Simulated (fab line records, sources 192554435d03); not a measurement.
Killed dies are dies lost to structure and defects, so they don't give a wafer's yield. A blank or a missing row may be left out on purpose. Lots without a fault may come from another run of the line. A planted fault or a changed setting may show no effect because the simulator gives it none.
fab line records | flow n5_finfet
record lots=6 wafers=18 last_day=17
route steps=1938 shown FIN_SAQP@126 BEOL_M4@1111 PASSIVATION@1936
lots that met no fault: from a run of the same line without faults
start_h: hours from the record's first day to the start of the lot's first wafer shown | wait_h: hours since the lot's step before | " the same as in the row above | L1.1+2: a row that stands for several wafers | - no value, or no start given | * or withheld: withheld | < > ~ a bound
route shown NAME@n: a module of which the file shows steps, and the number in the route of the first | usual: mean/standard deviation of fault-free wafers | same: alike in all rows | chamber/n: place in a boat | sites: the reading at each site | _std_site: their standard deviation | _edge_site: outer sites' mean less inner sites' | radius_mm: how far each site lies from the wafer's centre | mask NAME#n: copy n | behind: the tool/chamber that last shaped the wafer | hold: why the lot was held/for how many hours/how that ended | device: the transistor (n, p or np) that didn't switch | end of line: the same wafers' tests at the end of the route | a step without rows: its recipe alone | killed: dies lost to structure and defects at the first sort, not the wafer's yield | map: a wafer's dies, x killed, . not, _ none there
set.NAME: the setting as run; set.NAME@STEP: as run at that earlier step | model.NAME: the simulator's own value behind a step, which no gauge read
lots at some steps of the route; a table a step, a row a wafer
services: from which hour (start_h, from the record's first day; less than 0 if before it) a tool's chamber was out of use, for how many hours, and why
## steps
# step N5_FIN_SAQP_SPACER1_ETCHBACK_25
# recipe chemistry=CHF3/O2 mode=anisotropic_etchback target=SiO2 target_depth_a=244 time_s=12.2 pressure_mtorr=30 source_w=650 bias_w=170 Ar_flow_sccm=200 CHF3_flow_sccm=50 O2_flow_sccm=5 ion_energy_ev=200
# usual drypump_motor_current_A=5.6/0.53 oes_f_703_au=0.78/0.082 oes_product_au=0.78/0.097 rf_vpp_V=521/13 showerhead_plenum_p_Torr=2.41/0.082 throttle_valve_pct=18.84/0.26
# same time_s=12.2
# columns lot.wafer tool chamber start_h wait_h drypump_motor_current_A oes_f_703_au oes_product_au rf_hours_counter_h rf_vpp_V showerhead_plenum_p_Torr throttle_valve_pct
L540.1 rie_diel-06 1 60.90 0.4 5.5 0.74 0.70 191 501 2.50 19.32
L540.4 " 0 " " 4.9 0.90 0.95 12 537 2.34 18.47
L540.6 " 3 " " 5.7 0.72 0.71 - 520 2.38 18.77
L542.4 rie_diel-02 2 72.25 0.0 4.7 0.83 0.81 80 527 2.53 18.48
L542.5 " 3 " " 6.5 0.75 0.73 - 506 2.40 18.97
L542.6 " 2 " " 4.7 0.82 0.81 - 528 2.53 18.50
L549.1 rie_diel-06 0 113.50 0.4 4.9 0.88 0.91 27 535 2.33 18.50
L549.2 " 2 " " 6.4 0.96 0.99 3 539 2.56 18.61
L549.6 " 3 " " 5.7 0.70 0.70 - 520 2.37 18.80
L550.1 rie_diel-06 3 119.38 0.4 5.7 0.69 0.70 234 521 2.37 18.81
L550.2 " 2 " " 6.4 0.95 0.99 5 539 2.56 18.61
L550.5 " 2 " " 6.4 0.95 0.99 - 539 2.56 18.62
L554.1 rie_diel-06 2 143.76 0.5 6.4 0.93 0.96 12 539 2.56 18.64
L554.4 " 3 " " 5.7 0.70 0.69 241 521 2.37 18.81
L554.5 " 2 " " 6.4 0.93 0.95 - 540 2.56 18.63
L555.2 rie_diel-05 2 150.21 0.5 6.5 0.86 0.90 21 530 2.57 18.81
L555.4 " 1 " " 5.4 0.72 0.69 233 504 2.39 18.94
L555.6 " 3 " " 5.7 0.93 0.96 - 534 2.35 18.86
# step N5_FIN_SAQP_MANDREL1_REMOVE_56
# recipe chemistry=HBr/Cl2/O2 bt_time_s=10 target=a-Si stop_on=SiNx endpoint=OES-SiCl over_etch_frac=1 icp_w=600 bias_w=22 HBr_flow_sccm=150 Cl2_flow_sccm=80 O2_flow_sccm=5 pressure_mtorr=10
# usual drypump_motor_current_A=5.5/0.49 oes_product_au=1.003/0.015 throttle_valve_pct=36.8/0.54
# same bt_time_s=10
# columns lot.wafer tool chamber start_h wait_h drypump_motor_current_A oes_product_au rf_hours_counter_h throttle_valve_pct
L540.1 rie_si-04 2 60.99 0.1 5.2 1.012 148 36.3
L540.4 " 3 " " 5.5 1.009 83 37.2
L540.6 " 1 " " 6.7 1.005 - 37.0
L542.4 rie_si-03 3 72.34 0.1 5.9 0.997 6 36.9
L542.5 " 2 " " 5.6 1.006 - 37.7
L542.6 " 3 " " 5.9 0.992 - 36.9
L549.1 rie_si-03 3 113.59 0.1 5.9 0.972 7 36.9
L549.2 " 1 " " 4.6 1.006 106 36.4
L549.6 " 0 " " 5.9 1.000 - 36.0
L550.1 rie_si-03 1 119.47 0.1 4.6 1.013 106 36.4
L550.2 " 3 " " 5.9 0.971 7 36.9
L550.5 " 1 " " 4.7 1.016 - 36.4
L554.1 rie_si-03 2 143.85 0.1 5.6 1.005 31 37.7
L554.4 " 1 " " 4.7 1.020 107 36.4
L554.5 " 0 " " 5.9 0.996 - 36.0
L555.2 rie_si-03 1 150.30 0.1 4.6 1.021 107 36.4
L555.4 " 2 " " 5.5 1.007 31 37.7
L555.6 " 2 " " 5.6 1.012 - 37.7
# step N5_FIN_SAQP_CD_MEAS_27
# recipe target_cd_nm=20 landing_energy_ev=1000 detector=se_inlens polarity=line
# usual cd_nm=20.30/0.27
# columns lot.wafer tool chamber start_h wait_h cd_nm
L540.1 cd_sem-03 0 61.10 0.1 20.34
L540.4 " 0 " " 20.16
L540.6 " 0 " " 20.19
L542.4 cd_sem-03 0 72.46 0.1 20.69
L542.5 " 0 " " 20.61
L542.6 " 0 " " 20.67
L549.1 cd_sem-01 0 113.70 0.1 20.40
L549.2 " 0 " " 19.99
L549.6 " 0 " " 20.14
L550.1 cd_sem-03 0 119.58 0.1 19.79
L550.2 " 0 " " 20.80
L550.5 " 0 " " 20.09
L554.1 cd_sem-01 0 143.96 0.1 20.48
L554.4 " 0 " " 20.31
L554.5 " 0 " " 20.15
L555.2 cd_sem-02 0 150.41 0.1 20.48
L555.4 " 0 " " 20.31
L555.6 " 0 " " 20.18
# step N5_FIN_SAQP_ETCH_57
# recipe chemistry=CH3F/O2 target=SiNx mask_material=SiO2 target_depth_a=325 time_s=46.4 pressure_mtorr=30 source_w=395 bias_w=73 Ar_flow_sccm=150 CH3F_flow_sccm=30 O2_flow_sccm=20 ion_energy_ev=120 ends=cleared
# usual drypump_motor_current_A=5.6/0.54 etch_rf_on_time_s=46.2/1.2 oes_f_703_au=0.78/0.074 oes_product_au=0.67/0.072 rf_vpp_V=296/6.7 showerhead_plenum_p_Torr=2.00/0.067 throttle_valve_pct=16.28/0.21
# columns lot.wafer tool chamber start_h wait_h drypump_motor_current_A etch_rf_on_time_s oes_f_703_au oes_product_au rf_hours_counter_h rf_vpp_V showerhead_plenum_p_Torr throttle_valve_pct
L540.1 rie_diel-06 0 61.26 0.2 4.8 45.2 0.88 0.82 12 304 1.95 15.96
L540.4 " 2 " " 6.4 47.6 0.67 0.57 237 302 1.89 16.48
L540.6 " 3 " " 5.7 46.9 0.70 0.61 - 297 1.97 16.22
L542.4 rie_diel-06 0 72.55 0.1 4.8 46.0 0.87 0.81 17 305 1.94 15.98
L542.5 " 1 " " 5.6 47.7 0.74 0.60 - 284 2.07 16.73
L542.6 " 2 " " 6.4 45.6 0.68 0.58 - 302 1.88 16.49
L549.1 rie_diel-05 0 113.74 0.0 5.4 44.7 0.80 0.70 89 298 1.93 16.14
L549.2 " 1 " " 5.5 46.3 0.73 0.59 217 286 1.99 16.39
L549.6 " 1 " " 5.5 46.7 0.73 0.60 - 286 1.99 16.40
L550.1 rie_diel-05 3 119.82 0.2 5.8 45.7 0.65 0.59 248 303 1.95 16.65
L550.2 " 2 " " 6.5 47.6 0.90 0.80 7 302 2.14 16.12
L550.5 " 2 " " 6.5 48.1 0.89 0.80 - 301 2.14 16.11
L554.1 rie_diel-06 0 144.12 0.2 4.8 45.2 0.83 0.77 37 305 1.94 16.03
L554.4 " 1 " " 5.5 47.9 0.72 0.59 226 284 2.06 16.79
L554.5 " 2 " " 6.4 43.3 0.92 0.82 - 306 2.13 16.05
L555.2 rie_diel-05 1 150.69 0.3 5.4 46.3 0.72 0.59 234 286 1.98 16.44
L555.4 " 0 " " 5.4 46.1 0.78 0.69 106 296 1.93 16.18
L555.6 " 3 " " 5.7 46.5 0.91 0.83 - 302 1.95 16.27
# step N5_FIN_SAQP_ETCH_65
# recipe chemistry=CF4 target=SiO2 target_depth_a=40 ion_energy_ev=350 time_s=4.4 pressure_mtorr=10 icp_w=800 bias_w=400 cf4_flow_sccm=80
# step N5_FIN_SAQP_MANDREL_ETCH_58
# recipe chemistry=HBr/Cl2 target=a-Si target_depth_a=450 bt_time_s=10 stop_on=SiNx mask_material=SiO2 over_etch_frac=0.8 time_s=27 pressure_mtorr=10 icp_w=800 bias_w=75 HBr_flow_sccm=150 Cl2_flow_sccm=80 ends=end_point
# step N5_FIN_SAQP_RECESS_63
# recipe chemistry=HF/NH3 target=SiO2 target_depth_a=180 afs_cycles=3 temp_c=30 sublimation_temp_c=180 sublimation_time_s=60
# step N5_FIN_SAQP_COAT_68
# recipe resist=SOC temp_c=250 time_s=60 spin_rpm=1500 resist_thk_nm=100
# step N5_FIN_SAQP_ETCH_69
# recipe chemistry=N2/H2 target=SOC target_depth_a=1500 stop_on=SiNx ion_energy_ev=100 bias_w=61 pressure_mtorr=30 source_w=850 n2_flow_sccm=200 h2_flow_sccm=200
# step N5_FIN_SAQP_ETCH_67
# recipe chemistry=CH3F/O2 target=SiNx target_depth_a=300 mask_material=SOC pressure_mtorr=30 source_w=395 bias_w=73 Ar_flow_sccm=150 CH3F_flow_sccm=30 O2_flow_sccm=20 ion_energy_ev=120
# step N5_FIN_SAQP_STRIP_70
# recipe chemistry=N2/H2 power_w=500 temp_c=40 pressure_mtorr=50 rf_frequency_hz=6e+07 overash_fraction=0.3 bias_power_w=28 h2_frac=0.5 n2_flow_sccm=300 h2_flow_sccm=300
# step N5_FIN_SAQP_RECESS_71
# recipe chemistry=HF/NH3 target=SiO2 target_depth_a=30 afs_cycles=1 temp_c=30 sublimation_temp_c=180 sublimation_time_s=60
# usual drypump_motor_current_A=5.9/0.74 foreline_p_Torr=0.1280/0.00046
# columns lot.wafer tool chamber start_h wait_h drypump_motor_current_A foreline_p_Torr
L540.1 vapor_etch-01 0 62.10 0.0 6.3 0.1280
L540.4 " 0 " " 6.3 0.1277
L540.6 " 0 " " 6.3 0.1285
L542.4 vapor_etch-02 1 73.49 0.1 6.7 0.1278
L542.5 " 1 " " 6.8 0.1284
L542.6 " 0 " " 5.3 0.1280
L549.1 vapor_etch-02 1 114.58 0.0 6.8 0.1279
L549.2 " 0 " " 5.3 0.1274
L549.6 " 1 " " 6.8 0.1280
L550.1 vapor_etch-02 1 120.65 0.0 6.8 0.1280
L550.2 " 0 " " 5.3 0.1279
L550.5 " 1 " " 6.8 0.1282
L554.1 vapor_etch-02 1 144.97 0.0 6.8 0.1280
L554.4 " 1 " " 6.8 0.1282
L554.5 " 0 " " 5.3 0.1275
L555.2 vapor_etch-02 1 151.63 0.0 6.7 0.1278
L555.4 " 1 " " 6.8 0.1280
L555.6 " 1 " " 6.8 0.1279
# step N5_FIN_SAQP_SPACER2_ALD_28
# recipe material=SiO2 target_thk_a=81 temp_c=300 ald_precursor_family=BDEAS ald_co_reactant=O2-plasma pulse_time_s=1 purge_time_s=2 co_reactant_purge_time_s=2 pressure_torr=2
# usual heater_power_outer_w=263/26 heater_power_w=476/39 precursor_pulse_height_rel=1.000/0.021 susceptor_temp_C=300.01/0.2
# columns lot.wafer tool chamber start_h wait_h heater_power_outer_w heater_power_w precursor_pulse_height_rel susceptor_temp_C
L540.1 ald_sin-03 2 62.24 0.1 287 526 0.995 300.45
L540.4 " 3 " " 259 465 0.982 300.38
L540.6 " 1 " " 253 455 0.972 299.95
L542.4 ald_sin-02 3 74.03 0.5 283 498 1.006 299.82
L542.5 " 2 " " 262 462 1.012 300.21
L542.6 " 1 " " 262 464 1.015 300.05
L549.1 ald_sin-03 2 114.72 0.1 338 607 1.020 318.69
L549.2 " 3 " " 313 540 0.973 318.35
L549.6 " 1 " " 301 526 1.018 318.50
L550.1 ald_sin-03 0 121.21 0.5 252 451 1.005 318.83
L550.2 " 1 " " 301 515 0.993 318.36
L550.5 " 3 " " 305 530 1.028 318.41
L554.1 ald_sin-02 1 145.12 0.1 247 436 0.985 299.86
L554.4 " 0 " " 231 438 0.994 299.91
L554.5 " 2 " " 246 460 0.961 300.43
L555.2 ald_sin-02 1 151.79 0.1 248 437 1.022 299.84
L555.4 " 0 " " 241 442 1.039 300.05
L555.6 " 2 " " 248 439 1.026 300.13
# step N5_FIN_SAQP_SPACER2_ETCHBACK_29
# recipe chemistry=CHF3/O2 mode=anisotropic_etchback target=SiO2 target_depth_a=122 time_s=6.1 pressure_mtorr=30 source_w=650 bias_w=170 Ar_flow_sccm=200 CHF3_flow_sccm=50 O2_flow_sccm=5 ion_energy_ev=200
# usual drypump_motor_current_A=5.6/0.57 oes_f_703_au=0.78/0.076 oes_product_au=0.78/0.089 rf_vpp_V=521/13 showerhead_plenum_p_Torr=2.43/0.081 throttle_valve_pct=18.84/0.25
# same time_s=6.1
# columns lot.wafer tool chamber start_h wait_h drypump_motor_current_A oes_f_703_au oes_product_au rf_hours_counter_h rf_vpp_V showerhead_plenum_p_Torr throttle_valve_pct
L540.1 rie_diel-02 0 62.57 0.2 5.5 0.86 0.84 86 517 2.43 18.67
L540.4 " 1 " " 5.3 0.77 0.78 141 534 2.44 18.84
L540.6 " 1 " " 5.3 0.77 0.78 - 536 2.44 18.87
L542.4 rie_diel-06 1 74.36 0.2 5.5 0.73 0.71 198 501 2.50 19.33
L542.5 " 2 " " 6.4 0.69 0.67 - 529 2.27 19.01
L542.6 " 3 " " 5.7 0.71 0.72 - 522 2.38 18.75
L549.1 rie_diel-06 3 115.05 0.2 5.7 0.70 0.69 232 522 2.37 18.79
L549.2 " 0 " " 4.8 0.88 0.90 27 536 2.33 18.51
L549.6 " 0 " " 4.9 0.88 0.90 - 535 2.33 18.52
L550.1 rie_diel-02 2 121.54 0.2 4.7 0.81 0.80 98 526 2.52 18.54
L550.2 " 3 " " 6.5 0.74 0.71 185 506 2.39 19.00
L550.5 " 3 " " 6.5 0.74 0.71 - 506 2.39 19.00
L554.1 rie_diel-02 1 145.44 0.2 5.3 0.75 0.76 161 534 2.43 18.90
L554.4 " 0 " " 5.5 0.83 0.81 117 514 2.41 18.72
L554.5 " 3 " " 6.5 0.73 0.70 - 506 2.39 19.01
L555.2 rie_diel-02 0 152.11 0.2 5.5 0.83 0.81 120 516 2.41 18.73
L555.4 " 1 " " 5.3 0.75 0.76 164 534 2.43 18.90
L555.6 " 1 " " 5.3 0.75 0.76 - 534 2.43 18.91
# step N5_BEOL_M4_RC_MEAS_101
# usual DIBL_N=37.1/2.4 DIBL_P=37/3 IOFF_N=0.18/0.053 IOFF_P=0.21/0.05 ION_N=674/14 ION_P=459/9.2 SS_N=72.1/0.9 SS_P=73.4/0.89 VT_N=250/3.8 VT_P=-251/3.7
# columns lot.wafer tool chamber start_h wait_h DIBL_N[mV/V] DIBL_P[mV/V] IOFF_N[nA/um] IOFF_P[nA/um] ION_N[uA/um] ION_P[uA/um] SS_N[mV/dec] SS_P[mV/dec] VT_N[mV] VT_P[mV]
L540.1 prober-01 0 210.22 0.0 36.4 37 0.16 0.19 679 456 71.7 74.1 249 -253
L540.4 " 0 " " 38.1 40 0.20 0.22 691 469 71.4 74.5 247 -251
L540.6 " 0 " " 40.5 42 0.23 0.27 669 456 73.2 75.3 248 -252
L542.4 prober-01 0 232.50 0.5 36.2 34 0.15 0.18 667 454 70.7 72.9 251 -254
L542.5 " 0 " " 37.8 37 0.18 0.21 664 454 71.8 73.5 250 -253
L542.6 " 0 " " 35.5 33 0.13 0.17 658 449 71.1 72.3 253 -253
L550.1 prober-02 0 273.79 0.0 37.9 36 0.15 0.20 667 454 72.4 73.2 255 -250
L550.2 " 0 " " 39.5 38 0.20 0.23 698 469 72.2 73.8 248 -249
L550.5 " 0 " " 35.5 34 0.12 0.16 670 460 71.7 72.2 254 -255
L549.1 prober-01 0 276.96 0.0 35.2 35 0.15 0.20 681 467 71.2 73.2 247 -251
L549.2 " 0 " " 35.9 36 0.15 0.20 667 455 71.4 73.6 248 -251
L549.6 " 0 " " 34.8 34 0.13 0.19 676 464 71.2 72.7 252 -252
L554.1 prober-02 0 288.09 0.0 35.7 35 0.16 0.18 667 453 72.1 73.4 251 -255
L554.4 " 0 " " 39.9 40 0.25 0.26 691 464 72.7 74.3 244 -248
L554.5 " 0 " " 35.7 35 0.15 0.18 661 449 71.8 73.0 254 -254
L555.2 prober-02 0 309.45 0.2 36.6 37 0.19 0.18 665 444 73.1 73.8 248 -254
L555.4 " 0 " " 32.3 33 0.11 0.14 658 448 70.8 71.9 252 -259
L555.6 " 0 " " 30.6 29 0.09 0.10 637 431 71.0 71.6 257 -261
# step N5_PASSIVATION_PROBE_49
# usual defect_limited_yield=91.6/1.4 killed_at_M0_to_M3=32/9.5 killed_at_M4_up=13/6 killed_at_contacts=12/5.6 killed_at_front_end=39/11 killed_at_other=2.8/2.3 killed_dies=99/16 killed_open=65/12 killed_short=32/7.6 sort_bin_5_function=4.8/0.88 sort_bin_6_memory=3.2/0.65 sort_bin_8_speed=0.2/2 sort_n_pass=1077/29 sort_yield_pct=91.2/2.5
# same gross_dies=1180 killed_at_back_side=0 sort_bin_4_leakage[%]=0
# columns lot.wafer tool chamber start_h wait_h defect_limited_yield[%] killed_at_M0_to_M3 killed_at_M4_up killed_at_contacts killed_at_front_end killed_at_other killed_dies killed_open killed_short sort_bin_5_function[%] sort_bin_6_memory[%] sort_bin_8_speed[%] sort_n_pass sort_yield_pct[%]
L540.1 prober-02 - 322.59 0.0 92.6 37 7 9 31 3 87 43 42 4.5 2.5 0 1093 92.6
L540.4 prober-02 - 322.74 0.2 90.6 33 10 17 48 3 111 77 30 5.8 3.4 0 1069 90.6
L540.6 prober-02 - 322.84 0.3 93.2 37 4 9 30 0 80 57 23 3.9 2.8 0 1100 93.2
L542.4 prober-02 - 333.73 0.2 93.2 17 12 15 34 2 80 48 32 4.2 2.4 0 1100 93.2
L542.5 prober-02 - 333.78 0.2 93.1 23 4 19 34 2 82 55 26 4.4 2.3 0 1098 93.1
L542.6 prober-02 - 333.83 0.3 93.1 31 14 13 18 6 82 56 25 4.4 2.4 0 1098 93.1
L550.1 prober-01 - 375.72 0.7 92.6 19 14 10 41 3 87 57 30 3.5 3.8 0 1093 92.6
L550.2 prober-01 - 375.77 0.8 91.1 31 26 17 27 4 105 71 34 5.8 3.0 0 1075 91.1
L550.5 prober-01 - 375.92 0.9 91.8 21 17 16 42 1 97 68 19 4.3 2.9 0 1083 91.8
L554.1 prober-01 - 394.93 0.0 91.9 19 11 9 56 1 96 64 28 5.1 2.6 0 1084 91.9
L554.4 prober-01 - 395.08 0.2 91.0 26 14 9 55 2 106 67 39 4.8 3.7 0 1074 91.0
L554.5 prober-01 - 395.13 0.2 90.7 46 10 5 44 5 110 73 37 5.0 4.0 0 1070 90.7
L549.1 prober-02 - 398.53 0.0 92.8 33 4 6 42 0 85 48 30 3.6 2.5 0 1095 92.8
L549.2 prober-02 - 398.58 0.1 92.3 38 4 16 33 0 91 59 32 4.5 2.9 0 1089 92.3
L549.6 prober-02 - 398.78 0.3 93.6 47 5 3 19 1 75 47 24 3.3 2.5 0 1105 93.6
# killed by level:class
L540.1 BEOL_M0_SAQP:geometric_particle:short=16 FIN_SAQP:geometric_particle:short=8 FIN_SAQP:geometric_particle:open=8 MOL_CONTACT_COAG:geometric_particle:open=8 BEOL_M0_SAQP:geometric_particle:open=7 BEOL_M2:geometric_particle:open=5 BEOL_M1:geometric_particle:open=4 STI_FIN_REVEAL:geometric_particle:open=3
L540.4 MOL_CONTACT_COAG:geometric_particle:open=14 FIN_SAQP:geometric_particle:open=12 FIN_SAQP:geometric_particle:short=11 BEOL_M3:geometric_particle:open=10 DUMMY_GATE:geometric_particle:open=6 BEOL_M1:geometric_particle:open=6 BEOL_M2:geometric_particle:open=5 STI_FIN_REVEAL:geometric_particle:open=5
L540.6 BEOL_M1:geometric_particle:open=13 FIN_SAQP:geometric_particle:open=8 FIN_SAQP:geometric_particle:short=8 MOL_CONTACT_COAG:geometric_particle:open=7 BEOL_M3:geometric_particle:open=6 STI_FIN_REVEAL:geometric_particle:open=4 BEOL_M0_SAQP:geometric_particle:open=4 DUMMY_GATE:geometric_particle:open=3
L542.4 MOL_CONTACT_COAG:geometric_particle:open=13 FIN_SAQP:geometric_particle:short=9 FIN_SAQP:geometric_particle:open=7 BEOL_M4:geometric_particle:open=6 BEOL_M2:geometric_particle:short=5 BEOL_M0_SAQP:geometric_particle:open=4 BEOL_M3:geometric_particle:open=4 BEOL_M4:geometric_particle:short=4
L542.5 MOL_CONTACT_COAG:geometric_particle:open=13 BEOL_M3:geometric_particle:open=11 DUMMY_GATE:geometric_particle:open=6 MOL_CONTACT_COAG:geometric_particle:short=6 FIN_SAQP:geometric_particle:open=5 ILD0:geometric_particle:open=4 GATE_CUT:geometric_particle:short=4 FIN_SAQP:geometric_particle:short=3
L542.6 MOL_CONTACT_COAG:geometric_particle:open=10 BEOL_M3:geometric_particle:open=10 BEOL_M0_SAQP:geometric_particle:short=8 BEOL_M0_SAQP:geometric_particle:open=7 FIN_SAQP:geometric_particle:open=4 ILD0:geometric_particle:open=4 MOL_CONTACT_COAG:geometric_particle:short=3 BEOL_M2:geometric_particle:open=3
L550.1 STI_FIN_REVEAL:geometric_particle:open=10 BEOL_M4:geometric_particle:open=9 FIN_SAQP:geometric_particle:open=8 MOL_CONTACT_COAG:geometric_particle:open=6 BEOL_M0_SAQP:geometric_particle:open=6 FIN_SAQP:geometric_particle:short=5 DUMMY_GATE:geometric_particle:open=5 DUMMY_GATE:geometric_particle:short=4
L550.2 BEOL_M4:geometric_particle:open=15 MOL_CONTACT_COAG:geometric_particle:open=14 BEOL_M0_SAQP:geometric_particle:open=11 BEOL_M0_SAQP:geometric_particle:short=10 FIN_SAQP:geometric_particle:open=8 FIN_SAQP:geometric_particle:short=8 DUMMY_GATE:geometric_particle:open=4 BEOL_M1:geometric_particle:open=4
L550.5 MOL_CONTACT_COAG:geometric_particle:open=15 STI_FIN_REVEAL:geometric_particle:open=11 HKMG_FIN:area_etch=10 BEOL_M4:geometric_particle:open=8 BEOL_M0_SAQP:geometric_particle:open=5 DUMMY_GATE:geometric_particle:short=4 GATE_CUT:geometric_particle:open=4 BEOL_M2:geometric_particle:open=4
L554.1 FIN_SAQP:geometric_particle:open=15 STI_FIN_REVEAL:geometric_particle:open=7 BEOL_M1:geometric_particle:open=7 MOL_CONTACT_COAG:geometric_particle:open=7 FIN_SAQP:geometric_particle:short=6 STARTING-WAFER:geometric_particle:short=6 BEOL_M3:geometric_particle:open=5 GATE_CUT:geometric_particle:short=4
L554.4 STI_FIN_REVEAL:geometric_particle:open=14 FIN_SAQP:geometric_particle:open=8 DUMMY_GATE:geometric_particle:open=8 FIN_SAQP:geometric_particle:short=7 MOL_CONTACT_COAG:geometric_particle:open=7 BEOL_M1:geometric_particle:short=6 GATE_CUT:geometric_particle:short=6 BEOL_M1:geometric_particle:open=5
L554.5 BEOL_M1:geometric_particle:open=14 FIN_SAQP:geometric_particle:open=12 BEOL_M3:geometric_particle:open=9 DUMMY_GATE:geometric_particle:open=8 BEOL_M2:geometric_particle:open=6 STI_FIN_REVEAL:geometric_particle:open=5 GATE_CUT:geometric_particle:short=5 BEOL_M0_SAQP:geometric_particle:short=5
L549.1 STI_FIN_REVEAL:geometric_particle:open=9 BEOL_M3:geometric_particle:open=8 BEOL_M0_SAQP:geometric_particle:open=7 BEOL_M2:geometric_particle:open=7 HKMG_FIN:area_etch=7 FIN_SAQP:geometric_particle:short=6 BEOL_M0_SAQP:geometric_particle:short=6 GATE_CUT:geometric_particle:short=5
L549.2 MOL_CONTACT_COAG:geometric_particle:open=15 BEOL_M0_SAQP:geometric_particle:short=10 FIN_SAQP:geometric_particle:short=8 BEOL_M0_SAQP:geometric_particle:open=7 BEOL_M1:geometric_particle:open=7 STI_FIN_REVEAL:geometric_particle:open=6 FIN_SAQP:geometric_particle:open=5 BEOL_M3:geometric_particle:open=4
L549.6 BEOL_M0_SAQP:geometric_particle:short=11 BEOL_M3:geometric_particle:open=10 BEOL_M1:geometric_particle:open=9 BEOL_M2:geometric_particle:open=8 STARTING-WAFER:geometric_particle:short=4 HKMG_FIN:area_etch=4 STI_FIN_REVEAL:geometric_particle:open=3 MOL_CONTACT_COAG:geometric_particle:open=3
## services
# columns tool chamber start_h hours kind
rie_diel-06 - 40.82 0.8 repair
rie_diel-05 - 47.18 1.8 repair
ald_sin-03 2 71.24 4.0 repair
rie_si-04 1 81.65 14.0 repair
rie_diel-05 2 83.03 - clean
rie_diel-05 2 83.03 - consumable_replace:focus_ring
rie_diel-05 2 83.03 - consumable_replace:showerhead
rie_diel-05 2 83.03 13.0 scheduled_down
rie_diel-05 2 83.03 13.0 vent_cycle
ald_sin-02 - 85.25 14.0 pm
ald_sin-02 0 85.25 14.0 vent_cycle
ald_sin-02 1 85.25 14.0 vent_cycle
ald_sin-02 2 85.25 14.0 vent_cycle
rie_diel-06 2 92.18 - clean
rie_diel-06 2 92.18 - consumable_replace:focus_ring
rie_diel-06 2 92.18 - consumable_replace:showerhead
rie_diel-06 2 92.18 13.1 scheduled_down
rie_diel-06 2 92.18 13.1 vent_cycle
rie_diel-06 0 93.20 17.5 repair
rie_diel-05 2 111.68 4.3 repair
rie_diel-05 3 123.51 - clean
rie_diel-05 3 123.51 - consumable_replace:focus_ring
rie_diel-05 3 123.51 17.8 scheduled_down
rie_diel-05 3 123.51 17.8 vent_cycle
## key
first_sign step=N5_FIN_SAQP_SPACER2_ALD_28 reading=susceptor_temp_C direction=up sigmas=92 usual=* struck=*
effect step=N5_FIN_SAQP_SPACER2_ALD_28 reading=heater_power_outer_w direction=up sigmas=1.5 usual=* struck=*
met_at N5_FIN_SAQP_SPACER2_ALD_28
struck_wafers L549.1,L549.2,L549.6,L550.1,L550.2,L550.5
baseline_loss step=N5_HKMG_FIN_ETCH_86 wafers=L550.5
onset_between 62.24 114.72
fault kind=process_parameter_drift tool=ald_sin-03 chamber=- onset_h=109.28 steps=N5_FIN_SAQP_SPACER2_ALD_28 channel=temp_c offset=* shape=step end_h=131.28 acts_in=* stated=*
# baseline_loss: these wafers lose ten dies or more at that step, a loss of the line's own and not of a fault; the sort's usual values leave them out
